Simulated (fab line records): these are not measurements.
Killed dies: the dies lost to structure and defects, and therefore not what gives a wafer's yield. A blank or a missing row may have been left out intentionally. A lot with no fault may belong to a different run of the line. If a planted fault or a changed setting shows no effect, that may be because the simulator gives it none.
Matching of chambers || flow n5_finfet || rie_diel-03 running N5_BEOL_M2_ETCHBACK_99: 4 sister chambers
The step etches SiO2 in CHF3, target depth 5 nm, time 10.4 s. 8 wafers are shown with their chamber, then 11 later ones without.

## WAFERS PAIRED WITH THEIR CHAMBERS
{"wafer": "L077.5", "chamber": 3, "drypump_motor_current_A (A)": 6.1, "showerhead_plenum_p_Torr (Torr)": 2.03}
{"wafer": "L080.4", "chamber": 3, "drypump_motor_current_A (A)": 6.1, "showerhead_plenum_p_Torr (Torr)": 2.03}
{"wafer": "L082.6", "chamber": 1, "drypump_motor_current_A (A)": 5.9, "showerhead_plenum_p_Torr (Torr)": 2.25}
{"wafer": "L084.2", "chamber": 2, "drypump_motor_current_A (A)": 5.6, "showerhead_plenum_p_Torr (Torr)": 2.03}
{"wafer": "L084.5", "chamber": 1, "drypump_motor_current_A (A)": 5.9, "showerhead_plenum_p_Torr (Torr)": 2.24}
{"wafer": "L090.2", "chamber": 2, "drypump_motor_current_A (A)": 5.7, "showerhead_plenum_p_Torr (Torr)": 2.03}
{"wafer": "L090.6", "chamber": 0, "drypump_motor_current_A (A)": 4.9, "showerhead_plenum_p_Torr (Torr)": 2.11}
{"wafer": "L091.3", "chamber": 0, "drypump_motor_current_A (A)": 4.9, "showerhead_plenum_p_Torr (Torr)": 2.11}

## WAFERS WITHOUT THEIR CHAMBER
{"wafer": "L091.4", "drypump_motor_current_A (A)": 5.9, "showerhead_plenum_p_Torr (Torr)": 2.24}
{"wafer": "L091.5", "drypump_motor_current_A (A)": 4.8, "showerhead_plenum_p_Torr (Torr)": 2.11}
{"wafer": "L092.1", "drypump_motor_current_A (A)": 4.8, "showerhead_plenum_p_Torr (Torr)": 2.11}
{"wafer": "L092.3", "drypump_motor_current_A (A)": 5.9, "showerhead_plenum_p_Torr (Torr)": 2.24}
{"wafer": "L092.6", "drypump_motor_current_A (A)": 5.6, "showerhead_plenum_p_Torr (Torr)": 2.03}
{"wafer": "L095.1", "drypump_motor_current_A (A)": 6.1, "showerhead_plenum_p_Torr (Torr)": 2.29}
{"wafer": "L095.2", "drypump_motor_current_A (A)": 5.9, "showerhead_plenum_p_Torr (Torr)": 2.23}
{"wafer": "L095.3", "drypump_motor_current_A (A)": 5.6, "showerhead_plenum_p_Torr (Torr)": 2.02}
{"wafer": "L097.3", "drypump_motor_current_A (A)": 4.9, "showerhead_plenum_p_Torr (Torr)": 2.10}
{"wafer": "L097.5", "drypump_motor_current_A (A)": 5.6, "showerhead_plenum_p_Torr (Torr)": 2.02}
{"wafer": "L097.6", "drypump_motor_current_A (A)": 6.1, "showerhead_plenum_p_Torr (Torr)": 2.28}

## WHICH CHAMBER EACH WENT THROUGH
{"wafer": "L091.4", "from the rows above": 1, "in truth": 1}
{"wafer": "L091.5", "from the rows above": 0, "in truth": 0}
{"wafer": "L092.1", "from the rows above": 0, "in truth": 0}
{"wafer": "L092.3", "from the rows above": 1, "in truth": 1}
{"wafer": "L092.6", "from the rows above": 2, "in truth": 2}
{"wafer": "L095.1", "from the rows above": 1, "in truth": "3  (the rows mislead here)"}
{"wafer": "L095.2", "from the rows above": 1, "in truth": 1}
{"wafer": "L095.3", "from the rows above": 2, "in truth": 2}
{"wafer": "L097.3", "from the rows above": 0, "in truth": 0}
{"wafer": "L097.5", "from the rows above": 2, "in truth": 2}
{"wafer": "L097.6", "from the rows above": 1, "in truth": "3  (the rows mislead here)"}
Placed correctly: 9 of 11. Number that these rows cannot place: 0. Placed wrongly: 2.
How it was worked out, from the rows above alone: a wafer's distance from a chamber is the root of the sum, over the readings, of the square of ((its reading less the chamber's mean) divided by the reading's scatter). If the next closest chamber is less than 2 further off than the closest, the wafer can't be placed; otherwise it belongs to the closest. The mean given for a chamber averages the wafers shown for that chamber. How the scatter is found: for the shown wafers, subtract from each reading the mean of its chamber, square and add these, divide the total by (wafers less chambers), then take the root.
